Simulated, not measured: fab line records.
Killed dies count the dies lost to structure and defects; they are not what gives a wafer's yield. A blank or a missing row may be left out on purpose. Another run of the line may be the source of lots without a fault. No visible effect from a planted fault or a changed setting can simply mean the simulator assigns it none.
fab line records | flow nand_harc
record: lots: 6 wafers: 18 last_day: 23
route steps=1159 shown A_CHANNEL_HOLE_D1@482 A_CHANNEL_FILL_D1@490 END@1159
lots that met no fault: taken from a fault-free run of the same line
start_h: start of the lot's first displayed wafer, in hours after the record's first day | wait_h: hours from the lot's prior step to this one | " the same as in the row above | L1.1+2: one row covering several wafers at once | - no value present, or no start provided | * or withheld: withheld | < > ~ a bound
route shown NAME@n: NAME is a module with steps in the file, n the number in the route of the first one | usual: mean and standard deviation over wafers with no fault | same: alike in all rows | chamber/n: place in a boat | sites: per-site readings | _std_site: how widely they spread, as a standard deviation | _edge_site: inner sites' mean taken away from outer sites' mean | radius_mm: how far each site lies from the wafer's centre | mask NAME#n: copy n | behind: tool/chamber where the wafer was last shaped | hold: cause of the lot's hold/its duration in hours/its outcome | device: which transistor (n, p or np) failed to switch | end of line: tests run on the same wafers once the route is complete | a step given without rows: its recipe and nothing more | killed: dies lost to structure and defects at the first sort, not the wafer's yield | map: a wafer's dies, marking killed ones x, the rest . and places with no die _
set.NAME: the run value of the setting; set.NAME@STEP: its run value at that earlier step | model.NAME: the simulator's own value behind a step, which no gauge read
lots at selected steps of the route; one table per step, one row per wafer
services: from which hour (start_h, from the record's first day; less than 0 if before it) a tool's chamber was out of use, for how many hours, and why
== steps ==
step: NHARC_A_CHANNEL_HOLE_D1_STRIP_43
recipe: o2_flow_sccm: 400 cos_flow_sccm: 20 ar_flow_sccm: 0 bias_w: 0 chemistry: O2/COS
step: NHARC_A_CHANNEL_HOLE_D1_ETCH_44
recipe: target_depth_a: 1400 overetch_a: 140 time_s: 77 ion_energy_ev: 100 cf4_flow_sccm: 80 o2_flow_sccm: 20 ar_flow_sccm: 0 rf_w: 300 bias_w: 100 chemistry: CF4/O2
step: NHARC_A_CHANNEL_HOLE_D1_STRIP_27
recipe: o2_flow_sccm: 500 ar_flow_sccm: 0 bias_w: 0 chemistry: O2
usual: drypump_motor_current_A: 5.6/0.32 oes_product_au: 1.001/0.011 rf_vpp_V: 57.8/0.87 showerhead_plenum_p_Torr: 3.53/0.12 throttle_valve_pct: 17.036/0.0086
columns lot.wafer tool chamber start_h wait_h drypump_motor_current_A oes_product_au rf_hours_counter_h rf_vpp_V showerhead_plenum_p_Torr throttle_valve_pct
L314.4 rie_diel-05 1 - - 5.2 1.009 2 58.7 3.53 17.029
L314.2 " 2 " " 5.7 1.014 3 57.3 3.33 17.036
L314.6 " 1 " " 5.3 1.012 - 58.5 3.53 17.034
L317.4 rie_diel-04 3 - - 5.3 0.984 8 56.7 3.42 17.032
L317.1 " 1 " " 5.6 1.002 8 58.6 3.37 17.036
L317.6 " 3 " " 5.4 0.988 - 56.0 3.42 17.031
L321.3 rie_diel-05 0 - - 5.7 1.007 6 57.3 3.50 17.027
L321.4 " 2 " " 5.7 1.010 5 58.0 3.33 17.035
L321.5 " 0 " " 5.7 1.000 - 58.4 3.50 17.031
L325.3 rie_diel-02 0 - - 6.2 0.990 5 58.0 3.55 17.035
L325.4 " 1 " " 6.0 1.002 5 58.4 3.55 17.037
L325.6 " 3 " " 5.6 1.000 - 57.0 3.56 17.036
L326.1 rie_diel-04 2 - - 5.9 0.995 10 59.2 3.68 17.045
L326.5 " 1 " " 5.6 1.014 - 57.7 3.37 17.018
L326.6 " 2 " " 5.9 0.999 - 58.8 3.68 17.035
L328.4 rie_diel-04 3 - - 5.4 1.003 13 56.9 3.41 17.028
L328.2 " 0 " " 5.7 1.007 12 57.6 3.61 17.038
L328.6 " 2 " " 5.9 0.995 - 57.2 3.68 17.028
step: NHARC_A_CHANNEL_HOLE_D1_PRECLEAN_28
recipe: time_s: * temp_c: 50 bath_age_min: 0 chemistry: SC1
step: NHARC_A_CHANNEL_HOLE_D1_SRD_29
step: NHARC_A_CHANNEL_HOLE_D1_CD_MEAS_30
usual: cd_nm: 89.3/1.6
columns lot.wafer tool chamber start_h wait_h cd_nm
L314.2 cd_sem-01 - 207.04 - 88.4
L314.4 " - " " 92.1
L314.6 " - " " 90.3
L317.1 cd_sem-03 - 227.44 - 85.8
L317.4 " - " " 89.7
L317.6 " - " " 89.0
L321.3 cd_sem-03 - 241.08 - 90.1
L321.4 " - " " 90.6
L321.5 " - " " 89.7
L325.3 cd_sem-01 - 272.79 - 88.2
L325.4 " - " " 83.5
L325.6 " - " " 88.2
L326.1 cd_sem-02 - 272.87 - 90.1
L326.5 " - " " 86.6
L326.6 " - " " 86.6
L328.2 cd_sem-01 - 288.11 - 88.9
L328.4 " - " " 87.7
L328.6 " - " " 88.9
step: NHARC_A_CHANNEL_HOLE_D1_XSEM_31
recipe: landing_energy_ev: 35000
usual: bot_cd_nm: 74.0/1.7 bow_nm: 8.60/0.25 tilt_deg: 0.06/0.041
same: landing_energy_ev: 35000
columns lot.wafer tool chamber start_h wait_h bot_cd_nm bow_nm tilt_deg
L314.2 xsem-02 0 207.13 0.1 72.7 8.62 0.12
L314.4 " 0 " " 76.4 8.56 0.12
L314.6 " 0 " " 74.4 8.63 0.12
L317.1 xsem-01 0 227.53 0.1 71.1 8.64 0.04
L317.4 " 0 " " 74.9 8.68 0.04
L317.6 " 0 " " 74.6 8.72 0.03
L321.3 xsem-01 0 241.19 0.1 74.7 8.63 0.10
L321.4 " 0 " " 75.5 8.48 0.10
L321.5 " 0 " " 74.3 8.54 0.10
L325.3 xsem-01 0 272.87 0.1 73.4 8.81 0.02
L325.4 " 0 " " 69.1 8.74 0.02
L325.6 " 0 " " 73.3 8.82 0.02
L326.1 xsem-02 0 272.96 0.1 75.6 9.21 0.04
L326.5 " 0 " " 72.4 9.23 0.04
L326.6 " 0 " " 72.5 9.27 0.04
L328.2 xsem-01 0 288.20 0.1 74.0 8.34 0.06
L328.4 " 0 " " 72.6 8.36 0.06
L328.6 " 0 " " 73.2 8.33 0.06
step: NHARC_A_CHANNEL_HOLE_D1_INSPECT_40
usual: raw_defect_count: 60/16
columns lot.wafer tool chamber start_h wait_h raw_defect_count
L314.2 defect_inspect-01 - 207.23 - 45
L314.4 " - " " 39
L314.6 " - " " 31
L317.1 defect_inspect-02 - 227.62 - 77
L317.4 " - " " 51
L317.6 " - " " 42
L321.3 defect_inspect-01 - 241.28 - 41
L321.4 " - " " 57
L321.5 " - " " 53
L325.3 defect_inspect-02 - 272.98 - 59
L325.4 " - " " 43
L325.6 " - " " 79
L326.1 defect_inspect-02 - 273.07 - 42
L326.5 " - " " 51
L326.6 " - " " 46
L328.2 defect_inspect-01 - 288.29 - 54
L328.4 " - " " 57
L328.6 " - " " 56
step: NHARC_A_CHANNEL_FILL_D1_PRECLEAN_00
recipe: time_s: * temp_c: 50 bath_age_min: 0 chemistry: SC1
step: NHARC_A_CHANNEL_FILL_D1_SRD_01
step: NHARC_A_CHANNEL_FILL_D1_ALD_02
recipe: target_thk_a: 60 pulse_time_s: 10 ald_cycles: 60 temp_c: 300 material: SiO2
usual: ald_cycles: 60/0 heater_power_w: 471/46 precursor_pulse_height_rel: 0.998/0.02
columns lot.wafer tool chamber start_h wait_h ald_cycles heater_power_w precursor_pulse_height_rel
L314.2 ald_hk-01 2 207.50 - 60 441 1.022
L314.4 " 0 " " 60 551 1.003
L314.6 " 2 " " 60 432 0.986
L317.4 ald_hk-02 3 227.81 - 60 492 1.014
L317.1 " 1 " " 60 474 0.978
L317.6 " 3 " " 60 484 0.991
L321.3 ald_hk-04 0 241.51 0.1 60 449 0.947
L321.4 " 1 " " 60 401 1.003
L321.5 " 0 " " 60 431 1.001
L325.3 ald_hk-01 2 273.18 - 60 443 1.022
L325.4 " 3 " " 60 456 1.016
L325.6 " 2 " " 60 430 0.998
L326.1 ald_hk-04 2 273.48 - 60 554 1.012
L326.6 " 3 " " 60 477 1.014
L326.5 " 0 " " 60 437 0.985
L328.4 ald_hk-04 3 288.50 - 60 469 1.001
L328.2 " 1 " " 60 395 1.045
L328.6 " 3 " " 60 465 1.015
step: NHARC_A_CHANNEL_FILL_D1_ALD_03
recipe: target_thk_a: 60 pulse_time_s: 60 ald_cycles: 58 temp_c: 630 pressure_torr: 2 material: SiNx
usual: ald_cycles: 58/0 chamber_pressure_Torr: 2.000/0.0045 precursor_pulse_height_rel: 1.000/0.02
columns lot.wafer tool chamber start_h wait_h ald_cycles chamber_pressure_Torr precursor_pulse_height_rel
L314.2 ald_sin_batch-03 0 - - 58 2.005 0.975
L314.4 " 0 " " 58 2.002 1.021
L314.6 " 0 " " 58 2.000 0.997
L317.1 ald_sin_batch-01 0 - - 58 2.000 0.982
L317.4 " 0 " " 58 1.998 1.001
L317.6 " 0 " " 58 1.997 0.947
L321.3 ald_sin_batch-03 0 - - 58 1.998 0.986
L321.4 " 0 " " 58 2.003 1.012
L321.5 " 0 " " 58 2.003 0.972
L325.3 ald_sin_batch-02 0 - - 58 2.007 0.991
L325.4 " 0 " " 58 2.002 0.980
L325.6 " 0 " " 58 2.004 0.981
L326.1 ald_sin_batch-02 0 - - 58 2.001 1.010
L326.5 " 0 " " 58 2.004 0.989
L326.6 " 0 " " 58 2.005 0.994
L328.2 ald_sin_batch-02 0 - - 58 1.998 1.022
L328.4 " 0 " " 58 2.000 1.007
L328.6 " 0 " " 58 1.999 1.003
step: NHARC_A_CHANNEL_FILL_D1_ALD_14
recipe: target_thk_a: 25 pulse_time_s: 10 ald_cycles: 25 temp_c: 300 material: SiO2
usual: ald_cycles: 25/0 heater_power_w: 473/39 precursor_pulse_height_rel: 1.003/0.019
columns lot.wafer tool chamber start_h wait_h ald_cycles heater_power_w precursor_pulse_height_rel
L314.4 ald_hk-02 0 214.49 0.0 25 411 1.025
L314.2 " 1 " " 25 479 0.988
L314.6 " 1 " " 25 481 1.019
L317.4 ald_hk-02 1 237.43 2.6 21 479 0.988
L317.1 " 2 " " 21 521 0.998
L317.6 " 3 " " 21 488 1.002
L321.4 ald_hk-02 1 246.96 0.3 21 474 0.996
L321.3 " 2 " " 21 520 0.969
L321.5 " 3 " " 21 504 1.001
L325.3 ald_hk-01 2 280.79 0.6 25 428 0.995
L325.4 " 1 " " 25 484 1.008
L325.6 " 3 " " 25 446 0.987
L326.1 ald_hk-01 0 281.08 0.9 25 522 1.014
L326.6 " 2 " " 25 437 1.010
L326.5 " 3 " " 25 460 1.035
L328.2 ald_hk-01 2 296.20 0.3 25 438 1.036
L328.4 " 0 " " 25 537 0.983
L328.6 " 2 " " 25 422 1.013
step: NHARC_A_CHANNEL_FILL_D1_ALD_15
recipe: target_thk_a: 20 pulse_time_s: 60 ald_cycles: 19 temp_c: 630 pressure_torr: 2 material: SiNx
usual: ald_cycles: 19/0 chamber_pressure_Torr: 2.000/0.0043 precursor_pulse_height_rel: 1.000/0.02
columns lot.wafer tool chamber start_h wait_h ald_cycles chamber_pressure_Torr precursor_pulse_height_rel
L314.2 ald_sin_batch-01 0 - - 19 1.997 1.004
L314.4 " 0 " " 19 1.999 1.013
L314.6 " 0 " " 19 2.001 0.987
L317.1 ald_sin_batch-01 0 - - 19 1.994 1.010
L317.4 " 0 " " 19 1.991 0.979
L317.6 " 0 " " 19 1.996 0.983
L321.3 ald_sin_batch-02 0 - - 19 2.003 1.016
L321.4 " 0 " " 19 2.009 0.985
L321.5 " 0 " " 19 2.008 0.964
L325.3 ald_sin_batch-01 0 - - 19 1.998 0.999
L325.4 " 0 " " 19 1.996 0.998
L325.6 " 0 " " 19 2.002 1.007
L326.1 ald_sin_batch-01 0 - - 19 2.001 0.964
L326.5 " 0 " " 19 2.008 1.001
L326.6 " 0 " " 19 2.002 0.985
L328.2 ald_sin_batch-02 0 - - 19 2.000 0.992
L328.4 " 0 " " 19 1.997 1.009
L328.6 " 0 " " 19 1.994 1.014
step: NHARC_END_SORT_01
recipe: temp_c: 25
usual: killed_at_array: 27/10 killed_at_other: 0.6/0.83 killed_at_periphery: 2.4/1.8 killed_dies: 30/10 killed_open: 3.3/1.7 killed_short: 1.8/1.4
same: gross_dies: 677
columns lot.wafer tool chamber start_h wait_h killed_at_array killed_at_other killed_at_periphery killed_dies killed_open killed_short
L321.3 prober-01 0 491.42 3.1 23 0 1 24 4 1
L321.4 prober-01 0 492.22 3.4 18 1 2 21 1 0
L321.5 prober-01 0 493.02 3.7 20 1 2 23 3 1
L317.1 prober-02 0 493.45 2.5 16 1 4 21 5 3
L317.4 prober-02 0 495.86 3.4 17 2 3 22 2 2
L317.6 prober-02 0 497.46 4.0 9 2 4 15 2 2
L326.1 prober-01 0 522.15 2.5 36 0 2 38 2 6
L326.5 prober-01 0 525.35 3.7 42 1 4 47 7 2
L326.6 prober-01 0 526.15 4.0 36 0 1 37 2 2
killed by level:class
L321.3 A_SLIT:chamber_film_flake=11 A_CHANNEL_HOLE_D1:chamber_film_flake=4 A_STAIRCASE:chamber_film_flake=3 A_CONTACT:geometric_particle:open=2 P_M1:geometric_particle:open=1 A_CHANNEL_HOLE_D1:geometric_particle:open=1 A_CHANNEL_FILL_D1:geometric_particle:short=1 A_CONTACT:chamber_film_flake=1
L321.4 A_SLIT:chamber_film_flake=13 A_CHANNEL_HOLE_D1:chamber_film_flake=2 A_CONTACT:chamber_film_flake=2 A_CHANNEL_FILL_D1:geometric_particle:open=1 P_GATE:chamber_film_flake=1 P_M0:chamber_film_flake=1 HYBRID_BOND:latent=1
L321.5 A_SLIT:chamber_film_flake=13 A_CHANNEL_HOLE_D1:chamber_film_flake=2 A_STAIRCASE:chamber_film_flake=2 P_GATE:geometric_particle:open=1 P_M0:geometric_particle:short=1 A_SGD_CUT:geometric_particle:open=1 A_CONTACT:geometric_particle:open=1 A_CONTACT:chamber_film_flake=1
L317.1 A_CHANNEL_HOLE_D1:chamber_film_flake=4 A_CONTACT:geometric_particle:open=3 A_STAIRCASE:chamber_film_flake=3 P_M0:geometric_particle:open=2 A_SOURCE_PLATE:geometric_particle:short=2 A_SLIT:chamber_film_flake=2 A_CHANNEL_HOLE_D1:geometric_particle:short=1 P_STI:chamber_film_flake=1
L317.4 A_CHANNEL_HOLE_D1:chamber_film_flake=8 A_STAIRCASE:chamber_film_flake=3 A_CONTACT:chamber_film_flake=2 THIN_TSV:chamber_film_flake=2 P_M2:geometric_particle:open=1 A_CHANNEL_FILL_D1:geometric_particle:short=1 A_CONTACT:geometric_particle:short=1 A_BLC:geometric_particle:open=1
L317.6 A_STAIRCASE:chamber_film_flake=3 P_GATE:chamber_film_flake=2 A_CHANNEL_HOLE_D1:chamber_film_flake=2 THIN_TSV:chamber_film_flake=2 P_M0:geometric_particle:open=1 A_CHANNEL_FILL_D1:geometric_particle:short=1 A_WL_FILL:geometric_particle:short=1 A_CONTACT:geometric_particle:open=1
L326.1 A_SLIT:chamber_film_flake=17 A_CHANNEL_HOLE_D1:chamber_film_flake=5 A_STAIRCASE:chamber_film_flake=4 A_WL_FILL:geometric_particle:short=2 A_SGD_CUT:chamber_film_flake=2 P_STI:geometric_particle:short=1 A_CHANNEL_FILL_D1:geometric_particle:open=1 A_SGD_CUT:geometric_particle:short=1
L326.5 A_SLIT:chamber_film_flake=18 A_STAIRCASE:chamber_film_flake=7 A_SGD_CUT:chamber_film_flake=6 A_CHANNEL_HOLE_D1:chamber_film_flake=3 A_CONTACT:chamber_film_flake=3 P_CONTACT:geometric_particle:open=2 P_STI:geometric_particle:open=1 P_GATE:geometric_particle:open=1
L326.6 A_SLIT:chamber_film_flake=16 A_CHANNEL_HOLE_D1:chamber_film_flake=7 A_STAIRCASE:chamber_film_flake=4 A_CONTACT:chamber_film_flake=3 A_CHANNEL_FILL_D1:geometric_particle:short=1 A_CONTACT:geometric_particle:open=1 A_M0:geometric_particle:short=1 A_M0:geometric_particle:open=1
== services ==
columns tool chamber start_h hours kind
ald_hk-04 - 186.00 10.0 pm
ald_hk-04 0 186.00 10.0 vent_cycle
ald_hk-04 1 186.00 10.0 vent_cycle
ald_hk-01 - 231.53 10.0 pm
ald_hk-01 0 231.53 10.0 vent_cycle
ald_hk-01 1 231.53 10.0 vent_cycle
ald_hk-01 2 231.53 10.0 vent_cycle
ald_hk-01 3 231.53 10.0 vent_cycle
ald_hk-01 0 241.53 - clean
ald_hk-01 1 241.53 - clean
ald_hk-01 2 241.53 - clean
ald_hk-01 3 241.53 - clean
rie_diel-05 3 255.04 18.0 repair
ald_hk-02 - 280.14 10.0 pm
ald_hk-02 0 280.14 10.0 vent_cycle
ald_hk-02 1 280.14 10.0 vent_cycle
ald_hk-02 2 280.14 10.0 vent_cycle
ald_hk-02 3 280.14 10.0 vent_cycle
rie_diel-02 - 281.02 1.1 repair
rie_diel-04 - 289.21 9.0 pm
ald_hk-02 0 290.14 - clean
ald_hk-02 1 290.14 - clean
ald_hk-02 2 290.14 - clean
ald_hk-02 3 290.14 - clean
== key ==
first_sign: step: NHARC_A_CHANNEL_FILL_D1_ALD_14 reading: ald_cycles direction: down sigmas: 99+ usual: 25 struck: 21
effect none on later readings
met_at NHARC_A_CHANNEL_FILL_D1_ALD_14
struck_wafers L317.1,L317.4,L317.6,L321.3,L321.4,L321.5
tester_left_out L317,L321
onset_between 214.49 237.43
fault: kind: process_parameter_drift tool: ald_hk-02 chamber: - onset_h: 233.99 steps: NHARC_A_CHANNEL_FILL_D1_ALD_14 channel: ald_cycles offset: -4 shape: step end_h: 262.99 acts_in: these_recipes_only stated: 25
tester_left_out: of these lots the tester's yield and bins aren't shown, on N5 and GAA mostly nor the transistor test; their killed dies are dies lost to structure and defects alone, not to doping, threshold or leakage, so they don't give the yield
